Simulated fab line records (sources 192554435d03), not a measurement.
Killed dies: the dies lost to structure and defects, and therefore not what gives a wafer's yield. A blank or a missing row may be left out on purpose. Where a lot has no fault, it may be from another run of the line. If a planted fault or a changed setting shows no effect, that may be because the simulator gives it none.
Which of the tools did it? ; flow n5_finfet ; 10 lots with 30 wafers sampled at 5 steps, on a route of 1938 steps

== WHAT THE GAUGES SHOWED, per wafer ==
N5_BEOL_M0_RS_MEAS_126: a four-point-probe measurement. Usual: for M0_RS the level is 0.537 ohm/sq and the standard deviation is 0.018.
lot;measured;on;M0_RS (ohm/sq);flag
L959;day 6 01:30;film_metro-02;0.548 0.542 0.538;
L960;day 6 13:44;film_metro-01;0.552 0.531 0.551;
L962;day 6 18:37;film_metro-02;0.555 0.547 0.574;
L963;day 6 21:31;film_metro-02;0.542 0.568 0.542;
L970;day 9 00:08;film_metro-01;0.547 0.555 0.516;
L971;day 9 10:39;film_metro-02;0.533 0.530 0.550;
L972;day 9 18:41;film_metro-02;0.534 0.519 0.533;
L973;day 9 21:16;film_metro-02;0.522 0.532 0.506;
L976;day 10 10:03;film_metro-01;0.545 0.554 0.536;
L978;day 10 19:15;film_metro-02;0.526 0.579 0.515;

N5_BEOL_M4_RC_MEAS_101. Usual: DIBL_N 35.8 mV/V, standard deviation 1.8; DIBL_P 35.9 mV/V, standard deviation 2.2; IOFF_N 0.16 nA/um, standard deviation 0.035; IOFF_P 0.21 nA/um, standard deviation 0.04; ION_N 672 uA/um, standard deviation 11; ION_P 461 uA/um, standard deviation 7.4; SS_N 71.4 mV/dec, standard deviation 0.64; SS_P 73.2 mV/dec, standard deviation 0.67; VT_N 250 mV, standard deviation 3.5; VT_P -251 mV, standard deviation 3.4.
lot;measured;on;DIBL_N (mV/V);DIBL_P (mV/V);IOFF_N (nA/um);IOFF_P (nA/um);ION_N (uA/um);ION_P (uA/um);SS_N (mV/dec);SS_P (mV/dec);VT_N (mV);VT_P (mV);flag
L959;day 7 19:40;prober-02;35.0 35.8 35.0;34.4 36.3 35.2;0.15 0.17 0.15;0.16 0.19 0.17;664 691 671;450 467 459;71.5 72.1 72.0;73.0 73.8 72.7;250 248 248;-254 -252 -252;
L960;day 8 15:25;prober-01;34.9 32.9 34.9;36.2 34.3 36.9;0.17 0.14 0.17;0.23 0.20 0.25;675 669 677;468 463 476;71.4 71.4 71.0;74.0 72.7 72.8;247 250 245;-246 -250 -246;
L962;day 8 15:26;prober-02;36.6 32.9 34.7;36.8 32.4 33.6;0.18 0.12 0.14;0.25 0.18 0.18;683 659 665;471 458 454;72.0 70.8 71.4;73.6 72.4 72.8;245 255 249;-246 -251 -250;
L963;day 8 20:38;prober-02;37.6 34.5 35.5;39.3 35.6 37.1;0.21 0.15 0.17;0.27 0.21 0.24;679 670 676;467 459 473;72.1 71.0 71.4;73.9 72.9 73.0;247 250 251;-246 -247 -248;
L970;day 10 22:46;prober-02;35.6 38.5 37.0;35.6 39.2 37.5;0.14 0.19 0.18;0.18 0.24 0.21;674 682 685;455 459 465;71.6 72.2 72.7;73.2 73.4 73.6;249 249 249;-251 -249 -250;
L971;day 11 11:02;prober-02;39.1 34.3 34.8;39.8 33.5 35.5;0.23 0.12 0.14;0.27 0.17 0.20;690 665 667;472 457 463;72.2 70.7 70.3;73.6 73.1 72.8;244 254 252;-248 -252 -248;
L972;day 11 16:23;prober-02;35.2 37.3 37.5;34.5 37.3 38.5;0.14 0.16 0.18;0.18 0.22 0.25;667 684 682;459 467 465;70.5 71.4 71.2;72.1 72.6 73.1;252 250 246;-250 -250 -249;
L973;day 11 19:51;prober-02;34.3 37.1 35.0;34.6 38.2 35.8;0.13 0.19 0.15;0.21 0.28 0.23;658 664 669;462 464 470;71.3 71.2 70.5;73.0 73.7 72.3;253 247 249;-249 -246 -246;
L976;day 12 09:31;prober-01;37.6 36.7 35.9;37.8 36.8 36.1;0.17 0.15 0.14;0.19 0.17 0.17;671 668 660;444 446 448;72.1 72.0 71.8;73.8 73.5 73.5;251 252 253;-257 -256 -256;
L978;day 12 20:54;prober-01;37.0 37.4 36.3;36.5 37.5 36.1;0.16 0.17 0.17;0.22 0.26 0.22;673 670 671;455 462 463;71.6 71.8 71.5;73.1 74.1 73.4;251 248 250;-249 -245 -247;

== WHAT TOOL EACH LOT RAN ON (gives the tool, then ch and the chambers of the sampled wafers, and finally the start) ==
lot;N5_BEOL_M0_SPUTTER_132;N5_BEOL_M0_SPUTTER_141;N5_BEOL_M0_CO_CAP_123
L959;pvd_sputter-03, day 6 00:08;pvd_sputter-03, day 6 00:23;cvd_co-02 ch 0,2, day 6 01:16
L960;pvd_sputter-02, day 6 11:43;pvd_sputter-02, day 6 11:57;cvd_co-02 ch 0,2, day 6 13:33
L962;pvd_sputter-02, day 6 16:46;pvd_sputter-02, day 6 17:01;cvd_co-01 ch 0,2, day 6 18:26
L963;pvd_sputter-02, day 6 19:08;pvd_sputter-02, day 6 19:22;cvd_co-02 ch 0,1,2, day 6 21:18
L970;pvd_sputter-02, day 8 18:56;pvd_sputter-02, day 8 19:10;cvd_co-02 ch 0,1, day 8 23:57
L971;pvd_sputter-01, day 9 06:26;pvd_sputter-01, day 9 06:41;cvd_co-02 ch 0,1,2, day 9 10:28
L972;pvd_sputter-03, day 9 12:44;pvd_sputter-03, day 9 12:59;cvd_co-01 ch 0,2, day 9 18:29
L973;pvd_sputter-02, day 9 17:27;pvd_sputter-02, day 9 17:41;cvd_co-01 ch 0,2, day 9 21:05
L976;pvd_sputter-02, day 10 08:45;pvd_sputter-02, day 10 08:59;cvd_co-01 ch 0,1, day 10 09:52
L978;pvd_sputter-01, day 10 17:55;pvd_sputter-01, day 10 18:10;cvd_co-02 ch 0,1,2, day 10 19:02
- N5_BEOL_M0_SPUTTER_132: material Cu, target thk 4 nm, time 7.37 s.
- N5_BEOL_M0_SPUTTER_141: material Cu, target thk 4 nm, time 7.37 s.
- N5_BEOL_M0_CO_CAP_123: material Co, precursor CCTBA/H2, target thk 2 nm, time 102.1 s.

== WHAT THE TOOLS THEMSELVES READ (means of the sampled wafers that have a number; where no wafer has one, the mark that the record gives instead) ==
N5_BEOL_M0_SPUTTER_132. Usual: chamber_pressure_pa 0.07 Pa, standard deviation 0.00014; chuck_gas_flow_sccm 1.26 sccm, standard deviation 0.05; substrate_temp_c -20.00 C, standard deviation 0.11; throttle_valve_pct 29.6 %, standard deviation 1.1.
lot;tool;chamber_pressure_pa (Pa);chuck_gas_flow_sccm (sccm);substrate_temp_c (C);throttle_valve_pct (%);flag
L959;pvd_sputter-03;0.07;1.26;-20.04;29.3;
L960;pvd_sputter-02;0.07;1.26;-19.99;30.4;
L962;pvd_sputter-02;0.07;1.27;-20.06;30.0;
L963;pvd_sputter-02;0.07;1.25;-20.01;30.0;
L970;pvd_sputter-02;0.07;1.31;-19.94;30.7;
L971;pvd_sputter-01;0.07;1.26;-19.95;28.8;
L972;pvd_sputter-03;0.07;1.26;-20.04;29.6;
L973;pvd_sputter-02;0.07;1.26;-20.03;30.6;
L976;pvd_sputter-02;0.07;1.25;-19.99;30.4;
L978;pvd_sputter-01;0.07;1.27;-19.85;29.0;

N5_BEOL_M0_SPUTTER_141. Usual: chamber_pressure_pa 0.07002 Pa, standard deviation 0.00015; chuck_gas_flow_sccm 1.26 sccm, standard deviation 0.05; substrate_temp_c -20.01 C, standard deviation 0.11; throttle_valve_pct 29.6 %, standard deviation 1.1.
lot;tool;chamber_pressure_pa (Pa);chuck_gas_flow_sccm (sccm);substrate_temp_c (C);throttle_valve_pct (%);flag
L959;pvd_sputter-03;0.07008;1.22;-20.05;29.4;
L960;pvd_sputter-02;0.07000;1.25;-19.98;30.5;
L962;pvd_sputter-02;0.06994;1.21;-20.07;29.8;
L963;pvd_sputter-02;0.07004;1.31;-19.98;29.9;
L970;pvd_sputter-02;0.07007;1.29;-19.89;30.6;
L971;pvd_sputter-01;0.07023;1.24;-19.84;28.7;
L972;pvd_sputter-03;0.07004;1.21;-20.10;29.4;
L973;pvd_sputter-02;0.07002;1.31;-20.14;30.7;
L976;pvd_sputter-02;-;-;-;-;OFF
L978;pvd_sputter-01;-;-;-;-;OFF

N5_BEOL_M0_CO_CAP_123. Usual: heater_power_w at 234 W, with a standard deviation of 17.
lot;tool;heater_power_w (W);flag
L959;cvd_co-02;244;
L960;cvd_co-02;248;
L962;cvd_co-01;215;
L963;cvd_co-02;234;
L970;cvd_co-02;230;
L971;cvd_co-02;234;
L972;cvd_co-01;216;
L973;cvd_co-01;218;
L976;cvd_co-01;243;
L978;cvd_co-02;236;

== THE ANSWER, worked out from the rows above alone ==
Rule: lot off if the mean of its wafers having a number is beyond 3 standard deviations from the usual mean. Also off: a lot with no number at a reading for which 4 or more lots have one. All remaining lots with rows at the step are treated as sound. After the gauges, taken in route order, come the tools' own readings; for these a lot's mean is taken, as printed above. At the first step where some lot is off, the reading lying furthest off is the one used; lots without a number count as furthest.
Off at N5_BEOL_M0_SPUTTER_141 (chamber_pressure_pa): L976, L978. Without a number there: L976, L978.
If a tool, at that step or one of the process steps before it, ran each lot that is off and ran no sound lot following the first of them, it fits. Of those tried, none fits.

== WHAT HAD BEEN PUT IN BY THE SIMULATOR ==
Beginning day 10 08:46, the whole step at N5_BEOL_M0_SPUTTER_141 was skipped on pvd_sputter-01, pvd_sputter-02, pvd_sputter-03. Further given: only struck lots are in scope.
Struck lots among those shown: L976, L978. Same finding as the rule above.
